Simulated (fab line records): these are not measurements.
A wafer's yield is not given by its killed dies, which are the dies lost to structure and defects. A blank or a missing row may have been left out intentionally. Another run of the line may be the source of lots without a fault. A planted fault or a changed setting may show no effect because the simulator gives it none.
Matching of chambers || flow n5-finfet || 3 sister chambers for N5_BEOL_M3_CO_CAP_55 on cvd-co-01
The step material Co, precursor CCTBA/H2, target thk 2 nm, time 102.1 s. 6 wafers are shown with their chamber, then 9 later ones without.

WAFERS, EACH WITH ITS CHAMBER
{"wafer": "L078.3", "chamber": 0, "heater-power-w (W)": 209}
{"wafer": "L079.1", "chamber": 0, "heater-power-w (W)": 209}
{"wafer": "L081.6", "chamber": 1, "heater-power-w (W)": 233}
{"wafer": "L084.2", "chamber": 2, "heater-power-w (W)": 220}
{"wafer": "L084.4", "chamber": 1, "heater-power-w (W)": 231}
{"wafer": "L084.5", "chamber": 2, "heater-power-w (W)": 220}

WAFERS MISSING THEIR CHAMBER
{"wafer": "L085.1", "heater-power-w (W)": 233}
{"wafer": "L085.3", "heater-power-w (W)": 221}
{"wafer": "L085.5", "heater-power-w (W)": 218}
{"wafer": "L086.1", "heater-power-w (W)": 230}
{"wafer": "L086.4", "heater-power-w (W)": 234}
{"wafer": "L086.5", "heater-power-w (W)": 222}
{"wafer": "L090.4", "heater-power-w (W)": 218}
{"wafer": "L090.5", "heater-power-w (W)": 215}
{"wafer": "L090.6", "heater-power-w (W)": 239}

WHICH CHAMBER EACH ONE RAN IN
{"wafer": "L085.1", "from the rows above": 1, "in truth": 1}
{"wafer": "L085.3", "from the rows above": 2, "in truth": 2}
{"wafer": "L085.5", "from the rows above": 2, "in truth": 2}
{"wafer": "L086.1", "from the rows above": 1, "in truth": 1}
{"wafer": "L086.4", "from the rows above": 1, "in truth": 1}
{"wafer": "L086.5", "from the rows above": 2, "in truth": 2}
{"wafer": "L090.4", "from the rows above": 2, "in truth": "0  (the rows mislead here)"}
{"wafer": "L090.5", "from the rows above": "can't be placed: 2 or 0", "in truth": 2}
{"wafer": "L090.6", "from the rows above": 1, "in truth": 1}
Correctly placed: 7 of 9. Can't be placed from these rows: 1 (the true chamber is among the candidates in 1). 1 placed wrongly.
How it was worked out, from the rows above alone: a wafer's distance from a chamber is the root of the sum, over the readings, of the square of ((its reading less the chamber's mean) divided by the reading's scatter). The wafer belongs to the nearest chamber; if the next one is less than 2 further off, it can't be placed. For every chamber, the mean is computed from those of its wafers that are shown. The scatter: the root of (the sum of the squares of (reading less its chamber's mean) over the shown wafers, divided by (wafers less chambers)).
